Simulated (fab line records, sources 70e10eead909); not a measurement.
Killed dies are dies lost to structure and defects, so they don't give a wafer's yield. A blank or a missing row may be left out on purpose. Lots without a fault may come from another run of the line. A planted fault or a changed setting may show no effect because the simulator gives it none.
A struck lot beside a sound one | flow nand_harc | 41 steps out of a route of 1302
Sound: wafers L341.2, L341.3, L341.6. Struck: wafer L357.1. (L357.4, L357.5 of the same lot were not struck and are left out.) The cause comes at the end.
At each step with rows: each side's tool, then ch and its chambers, then its first start. Under that, the readings that differ: sound wafers | struck wafers | difference of the means | sigmas: that difference in standard deviations of wafers without a fault.
alike: readings whose means differ by less than 2 such deviations, and words and numbers that are the same on both sides. not compared: withheld readings, readings that some wafer has no value for, bounds like >300 that may hide the same value, and numbers for which the record gives no deviation and whose values overlap.
The two part at a step that has a row with sigmas, a row that says differs or no value, or rows on one side only. Numbers that don't overlap but have no deviation are shown without sigmas and don't part them. A reading that every wafer of one side lacks parts them only if that side has two wafers or more.

NHARC_P_M2_OVL_MEAS_10: pitch 340 nm.
  sound on overlay-01, day 6 12:38; struck on overlay-02, day 13 07:21
  alike: overlay_x_nm, overlay_y_nm
NHARC_P_M2_INSPECT_11:
  sound on defect_inspect-02, day 6 12:40; struck on defect_inspect-01, day 13 07:23
  alike: raw_defect_count
then, 3 steps without rows for these wafers: NHARC_P_M2_DESCUM_14 (chemistry O2, time 3 s); NHARC_P_M2_ETCH_35 (etches the open film in N2/H2, target depth 40 nm, overetch 12 nm, time 43.94 s); NHARC_P_M2_ETCH_15 (etches the open film in C4F8/Ar, target depth 182.5 nm, time 91.2 s).
NHARC_P_M2_CD_MEAS_16:
  sound on cd_sem-01, day 6 13:02; struck on cd_sem-03, day 13 07:45
  alike: cd_nm
NHARC_P_M2_STRIP_18: strips in N2/H2.
  sound on rie_diel-03 ch 0,2,3, day 6 13:06; struck on rie_diel-03 ch 0, day 13 07:50
  reading                | sound                | struck | difference | sigmas
  throttle_valve_pct (%) | 14.176 14.180 14.167 | 14.157 | -0.017     | -2
  alike: drypump_motor_current_A, oes_product_au, rf_vpp_V, showerhead_plenum_p_Torr
  not compared: rf_hours_counter_h
NHARC_P_M2_ETCH_28: etches the open film in CF4/N2, target depth 30 nm, time 72.99 s.
  sound on rie_diel-03 ch 2,3; struck on rie_diel-03 ch 1
  reading                     | sound       | struck | difference | sigmas
  drypump_motor_current_A (A) | 5.7 6.6 6.6 | 4.8    | -1.5       | -3
  alike: oes_product_au, rf_vpp_V, showerhead_plenum_p_Torr, throttle_valve_pct
  not compared: rf_hours_counter_h
then, 2 steps without rows for these wafers: NHARC_P_M2_STRIP_19 (strips in post etch residue remover, time 600 s); NHARC_P_M2_DEGAS_29 (time 60 s).
NHARC_P_M2_PRE_CLEAN_30: time 30 s.
  sound on pvd_sputter-02; struck on pvd_sputter-01
  alike: heater_power_w
then, 1 step without rows for these wafers: NHARC_P_M2_PVD_20 (deposits TaN, target thk 5 nm, time 8.06 s).
NHARC_P_M2_PVD_21: deposits Cu, target thk 30 nm, time 20.49 s.
  sound on pvd_sputter-02, day 6 13:58; struck on pvd_sputter-01, day 13 08:41
  alike: cathode_dc_power_W, throttle_valve_pct
then, 4 steps without rows for these wafers: NHARC_P_M2_ECD_22 (material Cu, target thk 400 nm); NHARC_P_M2_ANNEAL_31 (time 90 s); NHARC_P_M2_CMP_23 (polishes, t overpolish 20 s, target thk 144.3 nm); NHARC_P_M2_SRD_25.
NHARC_P_M2_INSPECT_27:
  sound on defect_inspect-02, day 6 15:18; struck on defect_inspect-01, day 13 10:01
  alike: raw_defect_count
then, 4 steps without rows for these wafers: NHARC_P_M2_PRE_CLEAN_32 (time 12 s); NHARC_P_M2_DEP_33 (deposits SiCN, target thk 30 nm); NHARC_P_BONDPAD_DEP_00 (deposits SiCN, target thk 250 nm); NHARC_P_BONDPAD_CMP_32 (polishes SiCN, target thk 200 nm).
NHARC_P_BONDPAD_THK_MEAS_33: measures by ellipsometry.
  the record has rows for the sound wafers here (film_metro-01, day 6 16:31) and none for the struck ones
then, 10 steps without rows for these wafers: NHARC_P_BONDPAD_SRD_34; NHARC_P_BONDPAD_DEHYDRATE_01 (time 120 s); NHARC_P_BONDPAD_HMDS_02 (time 30 s); NHARC_P_BONDPAD_COAT_36 (time 65 s); NHARC_P_BONDPAD_COAT_03 (resist thk 600 nm); NHARC_P_BONDPAD_SOFTBAKE_04 (time 70 s); NHARC_P_BONDPAD_EBR_05; NHARC_P_BONDPAD_EXPOSE_06 (exposes mask P BPAD); NHARC_P_BONDPAD_PEB_07 (peb time 80 s); NHARC_P_BONDPAD_DEVELOP_08 (time 50 s).
NHARC_P_BONDPAD_CD_MEAS_09: target cd 500 nm.
  the record has rows for the sound wafers here (cd_sem-01 ch 0, day 6 16:58) and none for the struck ones
NHARC_P_BONDPAD_OVL_MEAS_38:
  the record has rows for the sound wafers here (overlay-02, day 6 17:03) and none for the struck ones
then, 2 steps without rows for these wafers: NHARC_P_BONDPAD_HARDBAKE_10 (time 65 s); NHARC_P_BONDPAD_DESCUM_11 (chemistry O2, time 3 s).
NHARC_P_BONDPAD_ETCH_37: etches the open film in N2/H2, target depth 60 nm, overetch 18 nm, time 65.91 s.
  the record has rows for the sound wafers here (rie_diel-10 ch 0,1,3, day 6 17:16) and none for the struck ones
NHARC_P_BONDPAD_ETCH_12: etches the open film in CHF3/O2, target depth 200 nm, time 100 s.
  the record has rows for the sound wafers here (rie_diel-10 ch 0,1,3) and none for the struck ones
NHARC_P_BONDPAD_CD_MEAS_13:
  the record has rows for the sound wafers here (cd_sem-01, day 6 17:29) and none for the struck ones
-- the record jumps here: 18 days lie between the struck wafers' starts before and after (it left off in module P_BONDPAD and takes up again in module END, whose first step shown is number 1302 of the route) --
NHARC_END_SORT_01:
  the record has rows for the struck wafers here (prober-02 ch 0, day 31 08:55) and none for the sound ones

WHERE THEY PART
First at NHARC_P_M2_STRIP_18; last, within this record, at NHARC_END_SORT_01.

WHY: what the simulator had put in
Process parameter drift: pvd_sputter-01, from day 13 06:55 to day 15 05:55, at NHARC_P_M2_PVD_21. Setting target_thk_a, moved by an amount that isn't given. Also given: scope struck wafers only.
